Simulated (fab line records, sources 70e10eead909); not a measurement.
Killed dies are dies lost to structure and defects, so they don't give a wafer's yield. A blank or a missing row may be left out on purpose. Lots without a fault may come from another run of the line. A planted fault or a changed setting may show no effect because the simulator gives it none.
Chamber matching | flow nand_harc | NHARC_A_STAIRCASE_TRIM_196 on rie_diel-03: 4 sister chambers
The step chemistry O2, time 211.2 s. 18 wafers are shown with their chamber, then 9 later ones without.

WAFERS WITH THEIR CHAMBER
wafer  | chamber | drypump_motor_current_A (A) | oes_product_au (a.u.) | showerhead_plenum_p_Torr (Torr)
L075.1 | 0       | 4.8                         | 1.012                 | 3.48
L075.2 | 2       | 6.2                         | 1.003                 | 3.28
L075.6 | 1       | 6.3                         | 0.999                 | 3.64
L077.1 | 0       | 4.8                         | 1.009                 | 3.48
L077.3 | 3       | 5.8                         | 1.018                 | 3.50
L077.6 | 2       | 6.2                         | 1.006                 | 3.28
L078.3 | 1       | 6.3                         | 1.008                 | 3.63
L078.4 | 3       | 5.8                         | 1.020                 | 3.49
L078.6 | 1       | 6.4                         | 0.992                 | 3.63
L080.3 | 3       | 5.8                         | 1.028                 | 3.49
L080.4 | 1       | 6.3                         | 1.009                 | 3.63
L080.5 | 0       | 4.8                         | 1.008                 | 3.47
L089.2 | 3       | 5.8                         | 1.038                 | 3.48
L089.4 | 1       | 6.3                         | 1.014                 | 3.62
L089.6 | 0       | 4.8                         | 1.008                 | 3.46
L093.1 | 2       | 6.2                         | 0.979                 | 3.79
L093.3 | 3       | 5.8                         | 1.027                 | 3.47
L093.6 | 0       | 4.8                         | 1.004                 | 3.45

SIGNATURES (means of the wafers above)
reading                  | chamber 0 | chamber 1 | chamber 2 | chamber 3 | scatter within a chamber
drypump_motor_current_A  | 4.800     | 6.320     | 6.200     | 5.800     | 0.0239
oes_product_au           | 1.00820   | 1.00440   | 0.99600   | 1.02620   | 0.00857
showerhead_plenum_p_Torr | 3.4680    | 3.6300    | 3.4500    | 3.4860    | 0.112
Rule: a wafer's distance from a chamber is the root of the sum, over the readings, of the square of ((its reading less the chamber's mean) divided by the reading's scatter). The wafer belongs to the nearest chamber; if the next one is less than 2 further off, it can't be placed. The scatter: the root of (the sum of the squares of (reading less its chamber's mean) over the shown wafers, divided by (wafers less chambers)).

WAFERS WITHOUT THEIR CHAMBER
wafer  | drypump_motor_current_A (A) | oes_product_au (a.u.) | showerhead_plenum_p_Torr (Torr)
L094.1 | 6.2                         | 0.993                 | 3.79
L094.4 | 4.8                         | 1.002                 | 3.45
L094.5 | 6.3                         | 1.001                 | 3.61
L095.1 | 4.8                         | 1.009                 | 3.45
L095.3 | 6.2                         | 0.993                 | 3.79
L095.6 | 4.8                         | 1.005                 | 3.45
L096.2 | 6.2                         | 0.990                 | 3.78
L096.4 | 5.8                         | 1.018                 | 3.47
L096.6 | 5.8                         | 1.023                 | 3.47

WHICH CHAMBER EACH WENT THROUGH
wafer  | from the rows above | in truth
L094.1 | 2                   | 2
L094.4 | 0                   | 0
L094.5 | 1                   | 1
L095.1 | 0                   | 0
L095.3 | 2                   | 2
L095.6 | 0                   | 0
L096.2 | 2                   | 2
L096.4 | 3                   | 3
L096.6 | 3                   | 3
Placed correctly: 9 of 9. Can't be placed from these rows: 0. Placed wrongly: 0.
